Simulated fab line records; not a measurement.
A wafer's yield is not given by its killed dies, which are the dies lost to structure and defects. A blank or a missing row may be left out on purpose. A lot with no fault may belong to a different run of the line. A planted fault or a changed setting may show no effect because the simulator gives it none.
What tool caused it? || flow nand_harc || 38 wafers from 13 lots sampled at 5 of the route's 1159 steps

## WHAT EACH GAUGE READ, for each wafer
Not one reading of a measure or inspect step in the record can be checked against a usual standard deviation.

## WHAT TOOL EACH LOT RAN ON (gives the tool, then ch and the chambers of the sampled wafers, and finally the start)
{"lot": "L115", "NHARC_P_CONTACT_STRIP_28": "rie_diel-13 ch 0,2,3, day 5 17:32", "NHARC_P_CONTACT_CMP_24": "cmp-03 ch 2,3, day 6 03:49", "NHARC_P_M0_PRE_CLEAN_29": "pvd_sputter-03, day 6 06:40 or earlier", "NHARC_P_M0_ECD_22": "ecd_cu-01 ch 0,1, day 6 06:40", "NHARC_P_M0_CMP_23": "cmp-01 ch 0,1,2, day 6 07:26"}
{"lot": "L116", "NHARC_P_CONTACT_STRIP_28": "rie_diel-13 ch 0,1,3, day 5 18:34", "NHARC_P_CONTACT_CMP_24": "cmp-03 ch 1,2, day 6 04:21", "NHARC_P_M0_PRE_CLEAN_29": "pvd_sputter-03, day 6 07:08 or earlier", "NHARC_P_M0_ECD_22": "ecd_cu-01 ch 0,1, day 6 07:08", "NHARC_P_M0_CMP_23": "cmp-04 ch 0,2,3, day 6 08:02"}
{"lot": "L118", "NHARC_P_CONTACT_STRIP_28": "rie_diel-13 ch 0,3, day 6 06:02", "NHARC_P_CONTACT_CMP_24": "cmp-01 ch 1,2,3, day 6 12:56", "NHARC_P_M0_PRE_CLEAN_29": "pvd_sputter-02, day 6 15:42 or earlier", "NHARC_P_M0_ECD_22": "ecd_cu-02 ch 0,1, day 6 15:42", "NHARC_P_M0_CMP_23": "cmp-04 ch 1,2, day 6 16:16"}
{"lot": "L117", "NHARC_P_CONTACT_STRIP_28": "rie_diel-09 ch 0,1,3, day 6 07:09", "NHARC_P_CONTACT_CMP_24": "cmp-01 ch 1,3, day 6 13:27", "NHARC_P_M0_PRE_CLEAN_29": "pvd_sputter-01, day 6 16:17 or earlier", "NHARC_P_M0_ECD_22": "ecd_cu-02 ch 0,1, day 6 16:17", "NHARC_P_M0_CMP_23": "cmp-03 ch 1,2, day 6 16:55"}
{"lot": "L119", "NHARC_P_CONTACT_STRIP_28": "rie_diel-13 ch 0,2,3, day 6 13:57", "NHARC_P_CONTACT_CMP_24": "cmp-02 ch 0,1,2, day 6 18:35", "NHARC_P_M0_PRE_CLEAN_29": "pvd_sputter-02, day 6 21:25 or earlier", "NHARC_P_M0_ECD_22": "ecd_cu-02 ch 0,1, day 6 21:25", "NHARC_P_M0_CMP_23": "cmp-04 ch 1,2,3, day 6 22:06"}
{"lot": "L120", "NHARC_P_CONTACT_STRIP_28": "rie_diel-13 ch 0,2,3, day 6 14:17", "NHARC_P_CONTACT_CMP_24": "cmp-02 ch 1,2, day 6 19:01", "NHARC_P_M0_PRE_CLEAN_29": "pvd_sputter-01, day 6 22:00 or earlier", "NHARC_P_M0_ECD_22": "ecd_cu-01 ch 0, day 6 22:00", "NHARC_P_M0_CMP_23": "cmp-03 ch 1,2, day 6 22:41"}
{"lot": "L122", "NHARC_P_CONTACT_STRIP_28": "rie_diel-13 ch 1,2, day 7 07:14", "NHARC_P_CONTACT_CMP_24": "cmp-03 ch 1,2,3, day 7 09:03", "NHARC_P_M0_PRE_CLEAN_29": "pvd_sputter-03, day 7 11:55 or earlier", "NHARC_P_M0_ECD_22": "ecd_cu-02 ch 0,1, day 7 11:55", "NHARC_P_M0_CMP_23": "cmp-03 ch 0,2, day 7 12:38"}
{"lot": "L123", "NHARC_P_CONTACT_STRIP_28": "rie_diel-09 ch 0,1,3, day 7 18:47", "NHARC_P_CONTACT_CMP_24": "cmp-03 ch 0,1,3, day 8 01:18", "NHARC_P_M0_PRE_CLEAN_29": "pvd_sputter-01, day 8 03:58 or earlier", "NHARC_P_M0_ECD_22": "ecd_cu-02 ch 0,1, day 8 03:58", "NHARC_P_M0_CMP_23": "cmp-03 ch 0,1,2, day 8 04:41"}
{"lot": "L124", "NHARC_P_CONTACT_STRIP_28": "rie_diel-09 ch 0,1,2, day 7 19:25", "NHARC_P_CONTACT_CMP_24": "cmp-03 ch 0,1,3, day 8 01:51", "NHARC_P_M0_PRE_CLEAN_29": "pvd_sputter-02, day 8 04:39 or earlier", "NHARC_P_M0_ECD_22": "ecd_cu-02 ch 0,1, day 8 04:39", "NHARC_P_M0_CMP_23": "cmp-03 ch 0,1,2, day 8 05:23"}
{"lot": "L125", "NHARC_P_CONTACT_STRIP_28": "rie_diel-09 ch 0,1,2, day 8 05:41", "NHARC_P_CONTACT_CMP_24": "cmp-01 ch 0,2,3, day 8 07:29", "NHARC_P_M0_PRE_CLEAN_29": "pvd_sputter-03, day 8 10:17 or earlier", "NHARC_P_M0_ECD_22": "ecd_cu-01 ch 0,1, day 8 10:17", "NHARC_P_M0_CMP_23": "cmp-01 ch 1,2, day 8 10:54"}
{"lot": "L126", "NHARC_P_CONTACT_STRIP_28": "rie_diel-13 ch 1,2,3, day 8 06:27", "NHARC_P_CONTACT_CMP_24": "cmp-02 ch 0,1, day 8 08:11", "NHARC_P_M0_PRE_CLEAN_29": "pvd_sputter-02, day 8 10:57 or earlier", "NHARC_P_M0_ECD_22": "ecd_cu-02 ch 0,1, day 8 10:57", "NHARC_P_M0_CMP_23": "cmp-03 ch 0,2,3, day 8 11:43"}
{"lot": "L135", "NHARC_P_CONTACT_STRIP_28": "rie_diel-13 ch 2, day 10 13:05", "NHARC_P_CONTACT_CMP_24": "cmp-01 ch 0,1, day 10 14:56", "NHARC_P_M0_PRE_CLEAN_29": "pvd_sputter-03, day 10 17:33 or earlier", "NHARC_P_M0_ECD_22": "ecd_cu-01 ch 0,1, day 10 17:33", "NHARC_P_M0_CMP_23": "cmp-04 ch 0,3, day 10 18:16"}
{"lot": "L137", "NHARC_P_CONTACT_STRIP_28": "rie_diel-13 ch 0,2,3, day 11 04:25", "NHARC_P_CONTACT_CMP_24": "cmp-03 ch 0,1,3, day 11 06:08", "NHARC_P_M0_PRE_CLEAN_29": "pvd_sputter-03, day 11 08:56 or earlier", "NHARC_P_M0_ECD_22": "ecd_cu-02 ch 0,1, day 11 08:56", "NHARC_P_M0_CMP_23": "cmp-03 ch 0,1,2, day 11 09:40"}
- NHARC_P_CONTACT_STRIP_28: strips in O2.
- NHARC_P_CONTACT_CMP_24: polishes, t overpolish 30 s, target thk 200 nm.
- NHARC_P_M0_PRE_CLEAN_29: time 30 s.
- NHARC_P_M0_ECD_22: material Cu, target thk 400 nm.
- NHARC_P_M0_CMP_23: polishes, t overpolish 20 s, target thk 117.53 nm.

## AS READ BY THE TOOLS THEMSELVES (means over the sampled wafers that have a number; for cases with no such wafer, the mark the record gives instead)
NHARC_P_CONTACT_STRIP_28. Usual: drypump_motor_current_A 5.60 A, standard deviation 0.28; oes_product_au 1.002 a.u., standard deviation 0.011; rf_vpp_V 57.8 V, standard deviation 0.83; showerhead_plenum_p_Torr 3.50 Torr, standard deviation 0.12; throttle_valve_pct 17.036 %, standard deviation 0.0094.
{"lot": "L115", "tool": "rie_diel-13", "drypump_motor_current_A (A)": 5.54, "oes_product_au (a.u.)": 1.006, "rf_vpp_V (V)": 57.4, "showerhead_plenum_p_Torr (Torr)": 3.50, "throttle_valve_pct (%)": 17.047, "flag": ""}
{"lot": "L116", "tool": "rie_diel-13", "drypump_motor_current_A (A)": 5.49, "oes_product_au (a.u.)": 0.999, "rf_vpp_V (V)": 57.9, "showerhead_plenum_p_Torr (Torr)": 3.56, "throttle_valve_pct (%)": 17.040, "flag": ""}
{"lot": "L118", "tool": "rie_diel-13", "drypump_motor_current_A (A)": 5.40, "oes_product_au (a.u.)": 1.006, "rf_vpp_V (V)": 58.1, "showerhead_plenum_p_Torr (Torr)": 3.58, "throttle_valve_pct (%)": 17.032, "flag": ""}
{"lot": "L117", "tool": "rie_diel-09", "drypump_motor_current_A (A)": 5.41, "oes_product_au (a.u.)": 1.005, "rf_vpp_V (V)": 57.8, "showerhead_plenum_p_Torr (Torr)": 3.60, "throttle_valve_pct (%)": 17.039, "flag": ""}
{"lot": "L119", "tool": "rie_diel-13", "drypump_motor_current_A (A)": 5.57, "oes_product_au (a.u.)": 1.004, "rf_vpp_V (V)": 57.8, "showerhead_plenum_p_Torr (Torr)": 3.50, "throttle_valve_pct (%)": 17.038, "flag": ""}
{"lot": "L120", "tool": "rie_diel-13", "drypump_motor_current_A (A)": 5.56, "oes_product_au (a.u.)": 0.998, "rf_vpp_V (V)": 57.8, "showerhead_plenum_p_Torr (Torr)": 3.50, "throttle_valve_pct (%)": 17.039, "flag": ""}
{"lot": "L122", "tool": "rie_diel-13", "drypump_motor_current_A (A)": 5.71, "oes_product_au (a.u.)": 1.008, "rf_vpp_V (V)": 57.7, "showerhead_plenum_p_Torr (Torr)": 3.44, "throttle_valve_pct (%)": 17.031, "flag": ""}
{"lot": "L123", "tool": "rie_diel-09", "drypump_motor_current_A (A)": 5.40, "oes_product_au (a.u.)": 0.995, "rf_vpp_V (V)": 58.4, "showerhead_plenum_p_Torr (Torr)": 3.60, "throttle_valve_pct (%)": 17.033, "flag": ""}
{"lot": "L124", "tool": "rie_diel-09", "drypump_motor_current_A (A)": 5.75, "oes_product_au (a.u.)": 1.009, "rf_vpp_V (V)": 57.7, "showerhead_plenum_p_Torr (Torr)": 3.53, "throttle_valve_pct (%)": 17.028, "flag": ""}
{"lot": "L125", "tool": "rie_diel-09", "drypump_motor_current_A (A)": 5.77, "oes_product_au (a.u.)": 1.003, "rf_vpp_V (V)": 58.2, "showerhead_plenum_p_Torr (Torr)": 3.53, "throttle_valve_pct (%)": 17.038, "flag": ""}
{"lot": "L126", "tool": "rie_diel-13", "drypump_motor_current_A (A)": 5.59, "oes_product_au (a.u.)": 0.996, "rf_vpp_V (V)": 57.5, "showerhead_plenum_p_Torr (Torr)": 3.46, "throttle_valve_pct (%)": 17.037, "flag": ""}
{"lot": "L135", "tool": "rie_diel-13", "drypump_motor_current_A (A)": 5.83, "oes_product_au (a.u.)": 1.015, "rf_vpp_V (V)": 57.2, "showerhead_plenum_p_Torr (Torr)": 3.32, "throttle_valve_pct (%)": 17.041, "flag": ""}
{"lot": "L137", "tool": "rie_diel-13", "drypump_motor_current_A (A)": 5.57, "oes_product_au (a.u.)": 0.992, "rf_vpp_V (V)": 57.4, "showerhead_plenum_p_Torr (Torr)": 3.50, "throttle_valve_pct (%)": 17.035, "flag": ""}

NHARC_P_CONTACT_CMP_24. Usual: edge_zone_pressure_frac 1.000, standard deviation 0.0048; motor_current_A 11.9 A, standard deviation 1.2; overpolish_run_s 30.000 s, standard deviation 0.0086; time_to_endpoint_s 39 s, standard deviation 3.6.
{"lot": "L115", "tool": "cmp-03", "edge_zone_pressure_frac": 1.000, "motor_current_A (A)": 12.1, "overpolish_run_s (s)": 30.005, "time_to_endpoint_s (s)": 41, "flag": ""}
{"lot": "L116", "tool": "cmp-03", "edge_zone_pressure_frac": 1.001, "motor_current_A (A)": 11.8, "overpolish_run_s (s)": 29.992, "time_to_endpoint_s (s)": 39, "flag": ""}
{"lot": "L118", "tool": "cmp-01", "edge_zone_pressure_frac": 1.007, "motor_current_A (A)": 11.1, "overpolish_run_s (s)": 29.995, "time_to_endpoint_s (s)": 36, "flag": ""}
{"lot": "L117", "tool": "cmp-01", "edge_zone_pressure_frac": 1.003, "motor_current_A (A)": 10.5, "overpolish_run_s (s)": 30.000, "time_to_endpoint_s (s)": 36, "flag": ""}
{"lot": "L119", "tool": "cmp-02", "edge_zone_pressure_frac": 1.003, "motor_current_A (A)": 11.1, "overpolish_run_s (s)": 30.005, "time_to_endpoint_s (s)": 42, "flag": ""}
{"lot": "L120", "tool": "cmp-02", "edge_zone_pressure_frac": 1.002, "motor_current_A (A)": 12.4, "overpolish_run_s (s)": 29.998, "time_to_endpoint_s (s)": 37, "flag": ""}
{"lot": "L122", "tool": "cmp-03", "edge_zone_pressure_frac": 1.001, "motor_current_A (A)": 12.7, "overpolish_run_s (s)": 29.991, "time_to_endpoint_s (s)": 39, "flag": ""}
{"lot": "L123", "tool": "cmp-03", "edge_zone_pressure_frac": 1.004, "motor_current_A (A)": 12.8, "overpolish_run_s (s)": 30.001, "time_to_endpoint_s (s)": 42, "flag": ""}
{"lot": "L124", "tool": "cmp-03", "edge_zone_pressure_frac": 1.000, "motor_current_A (A)": 13.1, "overpolish_run_s (s)": 29.996, "time_to_endpoint_s (s)": 43, "flag": ""}
{"lot": "L125", "tool": "cmp-01", "edge_zone_pressure_frac": 1.003, "motor_current_A (A)": 11.5, "overpolish_run_s (s)": 30.011, "time_to_endpoint_s (s)": 39, "flag": ""}
{"lot": "L126", "tool": "cmp-02", "edge_zone_pressure_frac": 0.997, "motor_current_A (A)": 10.8, "overpolish_run_s (s)": 30.001, "time_to_endpoint_s (s)": 42, "flag": ""}
{"lot": "L135", "tool": "cmp-01", "edge_zone_pressure_frac": 0.999, "motor_current_A (A)": 12.8, "overpolish_run_s (s)": 29.992, "time_to_endpoint_s (s)": 37, "flag": ""}
{"lot": "L137", "tool": "cmp-03", "edge_zone_pressure_frac": 0.999, "motor_current_A (A)": 12.8, "overpolish_run_s (s)": 29.997, "time_to_endpoint_s (s)": 39, "flag": ""}

NHARC_P_M0_PRE_CLEAN_29. Usual: heater_power_w at 401 W, with a standard deviation of 29.
{"lot": "L115", "tool": "pvd_sputter-03", "heater_power_w (W)": 398, "flag": ""}
{"lot": "L116", "tool": "pvd_sputter-03", "heater_power_w (W)": 381, "flag": ""}
{"lot": "L118", "tool": "pvd_sputter-02", "heater_power_w (W)": 395, "flag": ""}
{"lot": "L117", "tool": "pvd_sputter-01", "heater_power_w (W)": 422, "flag": ""}
{"lot": "L119", "tool": "pvd_sputter-02", "heater_power_w (W)": 380, "flag": ""}
{"lot": "L120", "tool": "pvd_sputter-01", "heater_power_w (W)": 420, "flag": ""}
{"lot": "L122", "tool": "pvd_sputter-03", "heater_power_w (W)": 402, "flag": ""}
{"lot": "L123", "tool": "pvd_sputter-01", "heater_power_w (W)": 403, "flag": ""}
{"lot": "L124", "tool": "pvd_sputter-02", "heater_power_w (W)": 381, "flag": ""}
{"lot": "L125", "tool": "pvd_sputter-03", "heater_power_w (W)": 397, "flag": ""}
{"lot": "L126", "tool": "pvd_sputter-02", "heater_power_w (W)": 360, "flag": ""}
{"lot": "L135", "tool": "pvd_sputter-03", "heater_power_w (W)": 418, "flag": ""}
{"lot": "L137", "tool": "pvd_sputter-03", "heater_power_w (W)": 409, "flag": ""}

NHARC_P_M0_CMP_23. Usual: edge_zone_pressure_frac 1.001, standard deviation 0.0053; motor_current_A 12.3 A, standard deviation 1.2; time_to_endpoint_s 28.0 s, standard deviation 2.4.
{"lot": "L115", "tool": "cmp-01", "edge_zone_pressure_frac": 1.003, "motor_current_A (A)": 12.4, "time_to_endpoint_s (s)": 26.7, "flag": ""}
{"lot": "L116", "tool": "cmp-04", "edge_zone_pressure_frac": 1.000, "motor_current_A (A)": 12.4, "time_to_endpoint_s (s)": 26.9, "flag": ""}
{"lot": "L118", "tool": "cmp-04", "edge_zone_pressure_frac": 0.999, "motor_current_A (A)": 13.2, "time_to_endpoint_s (s)": 29.7, "flag": ""}
{"lot": "L117", "tool": "cmp-03", "edge_zone_pressure_frac": 1.000, "motor_current_A (A)": 12.1, "time_to_endpoint_s (s)": 27.9, "flag": ""}
{"lot": "L119", "tool": "cmp-04", "edge_zone_pressure_frac": 1.003, "motor_current_A (A)": 13.0, "time_to_endpoint_s (s)": 26.7, "flag": ""}
{"lot": "L120", "tool": "cmp-03", "edge_zone_pressure_frac": 0.996, "motor_current_A (A)": 12.0, "time_to_endpoint_s (s)": 26.4, "flag": ""}
{"lot": "L122", "tool": "cmp-03", "edge_zone_pressure_frac": 1.001, "motor_current_A (A)": 11.7, "time_to_endpoint_s (s)": 32.0, "flag": ""}
{"lot": "L123", "tool": "cmp-03", "edge_zone_pressure_frac": 0.997, "motor_current_A (A)": 12.0, "time_to_endpoint_s (s)": 30.3, "flag": ""}
{"lot": "L124", "tool": "cmp-03", "edge_zone_pressure_frac": 1.000, "motor_current_A (A)": 11.7, "time_to_endpoint_s (s)": 28.4, "flag": ""}
{"lot": "L125", "tool": "cmp-01", "edge_zone_pressure_frac": 0.998, "motor_current_A (A)": 12.0, "time_to_endpoint_s (s)": 25.5, "flag": ""}
{"lot": "L126", "tool": "cmp-03", "edge_zone_pressure_frac": 1.004, "motor_current_A (A)": 12.4, "time_to_endpoint_s (s)": 29.9, "flag": ""}
{"lot": "L135", "tool": "cmp-04", "edge_zone_pressure_frac": 1.002, "motor_current_A (A)": 12.9, "time_to_endpoint_s (s)": 6.6, "flag": "OFF"}
{"lot": "L137", "tool": "cmp-03", "edge_zone_pressure_frac": 1.004, "motor_current_A (A)": 12.2, "time_to_endpoint_s (s)": 27.1, "flag": ""}

## THE ANSWER, worked out from the rows above alone
Rule: a lot is off if the mean of its wafers that have a number lies more than 3 standard deviations from the usual mean. Also off: a lot with no number at a reading for which 4 or more lots have one. Any other lot the step has rows for is counted as sound. First the gauges in route order, then the tools' own readings, where a lot's mean is used as printed above. The first step at which some lot is off is used, and at that step the reading that is off furthest; a lot without a number counts as furthest.
Off, at NHARC_P_M0_CMP_23 on time_to_endpoint_s: L135.
If a tool, at that step or one of the process steps before it, ran each lot that is off and ran no sound lot following the first of them, it fits. NHARC_P_M0_PRE_CLEAN_29: start missing for some lots; hours and lot order therefore follow NHARC_P_M0_ECD_22. Can't be told from this: 3 tools fit, cmp-01 at NHARC_P_CONTACT_CMP_24, ecd_cu-01 at NHARC_P_M0_ECD_22, cmp-04 at NHARC_P_M0_CMP_23.

## WHAT THE SIMULATOR PUT IN
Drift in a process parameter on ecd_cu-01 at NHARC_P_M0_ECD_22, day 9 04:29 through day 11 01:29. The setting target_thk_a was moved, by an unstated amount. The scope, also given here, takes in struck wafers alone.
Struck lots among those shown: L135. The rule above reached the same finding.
